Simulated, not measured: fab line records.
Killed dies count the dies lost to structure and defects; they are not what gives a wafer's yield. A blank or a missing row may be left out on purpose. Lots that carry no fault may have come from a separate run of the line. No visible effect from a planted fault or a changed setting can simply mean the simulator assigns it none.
A struck lot beside a sound one + flow nandHarc + 13 steps out of a route of 1159
Sound: the wafers L740.1, L740.4, L740.6. Wafers L749.2, L749.4, L749.5 were the ones struck. The cause is named last.
Per side, at each step with rows, come the tool, then ch with its chambers, and then its first start. Under that, the readings that differ: sound wafers + struck wafers + difference of the means + sigmas: that difference in standard deviations of wafers without a fault.
alike: words and numbers the same on both sides, and readings whose means are apart by under 2 such deviations; not compared: readings that were withheld, readings missing a value for some wafer, numbers with overlapping values and no deviation given by the record, and bounds like >300 which may hide the same value.
Wherever a step has rows on one side only, a row that says differs or no value, or a row with sigmas, the two part there. When numbers do not overlap yet have no deviation, they are printed without sigmas and do not part them. Lack of a reading on every wafer of one side parts them only where that side has two or more wafers.

NHARC_P_M1_INSPECT_27:
  sound on defectInspect-01, day 6 19:49; struck on defectInspect-02, day 9 11:33
  alike: rawDefectCount
NHARC_P_M1_PRE_CLEAN_32: time 12 s.
  sound on pecvd-02 ch 0,1, day 6 19:54; struck on pecvd-03 ch 1,2, day 9 11:38
  alike: heaterPowerW
  not compared: sinceWetCleanH
NHARC_P_M1_DEP_33: deposits SiCN, target thk 30 nm.
  sound on pecvd-02 ch 0,1, day 6 20:02; struck on pecvd-03 ch 1,2, day 9 11:47
  alike: heaterPowerW
  not compared: sinceWetCleanH
then, 8 steps without rows for these wafers: NHARC_P_M2_DEP_00 (deposits SiOC, target thk 182.5 nm); NHARC_P_M2_DEHYDRATE_01 (time 120 s); NHARC_P_M2_HMDS_02 (time 30 s); NHARC_P_M2_COAT_34 (time 65 s); NHARC_P_M2_COAT_03 (resist thk 90 nm); NHARC_P_M2_SOFTBAKE_04 (time 55 s); NHARC_P_M2_EBR_05; NHARC_P_M2_EXPOSE_06 (exposes mask P M2, target cd 170 nm).
NHARC_P_M2_PEB_07: peb time 65 s.
  sound on lithoTrack-06 ch 0, day 6 21:08; struck on lithoTrack-06, day 9 13:02
  no value came back on the struck wafers for chillPlateTempC (C), exhaustPa (Pa); on the sound wafers chillPlateTempC (C) reads 23.09 23.10 23.07
then, 1 step without rows for these wafers: NHARC_P_M2_DEVELOP_08 (develop time 35 s).

WHERE THEY PART
Only at NHARC_P_M2_PEB_07, as far as this record shows.

WHY: whatever the simulator had introduced
Entire step skipped (lithoTrack-06, NHARC_P_M2_PEB_07), from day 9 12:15 onward. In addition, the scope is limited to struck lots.
